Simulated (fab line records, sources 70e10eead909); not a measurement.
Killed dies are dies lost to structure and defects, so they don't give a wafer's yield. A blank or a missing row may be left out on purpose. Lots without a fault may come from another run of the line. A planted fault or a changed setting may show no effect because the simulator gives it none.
Chamber matching | flow nand_harc | NHARC_A_CONTACT_ETCH_90 on rie_diel-11: 4 sister chambers
The step etches the open film in CH3F/O2, target depth 40 nm, time 85.7 s. 8 wafers are shown with their chamber, then 7 later ones without.

WAFERS WITH THEIR CHAMBER
wafer  | chamber | showerhead_plenum_p_Torr (Torr) | drypump_motor_current_A (A)
L438.1 | 2       | 2.55                            | 5.4
L450.6 | 2       | 2.55                            | 5.4
L452.4 | 3       | 2.61                            | 5.6
L457.3 | 0       | 2.31                            | 5.1
L457.5 | 1       | 2.54                            | 5.8
L457.6 | 0       | 2.31                            | 5.1
L458.2 | 3       | 2.60                            | 5.5
L458.3 | 1       | 2.54                            | 5.7

WAFERS WITHOUT THEIR CHAMBER
wafer  | showerhead_plenum_p_Torr (Torr) | drypump_motor_current_A (A)
L458.4 | 2.54                            | 5.4
L459.3 | 2.60                            | 5.6
L459.4 | 2.54                            | 5.7
L459.6 | 2.60                            | 5.6
L461.3 | 2.54                            | 5.7
L461.5 | 2.54                            | 5.4
L461.6 | 2.60                            | 5.6

WHICH CHAMBER EACH WENT THROUGH
wafer  | from the rows above | in truth
L458.4 | 2                   | 2
L459.3 | 3                   | 3
L459.4 | 1                   | 1
L459.6 | 3                   | 3
L461.3 | 1                   | 1
L461.5 | 2                   | 2
L461.6 | 3                   | 3
Placed correctly: 7 of 7. Can't be placed from these rows: 0. Placed wrongly: 0.
How it was worked out, from the rows above alone: a wafer's distance from a chamber is the root of the sum, over the readings, of the square of ((its reading less the chamber's mean) divided by the reading's scatter). The wafer belongs to the nearest chamber; if the next one is less than 2 further off, it can't be placed. A chamber's mean is the mean of its shown wafers. The scatter: the root of (the sum of the squares of (reading less its chamber's mean) over the shown wafers, divided by (wafers less chambers)).
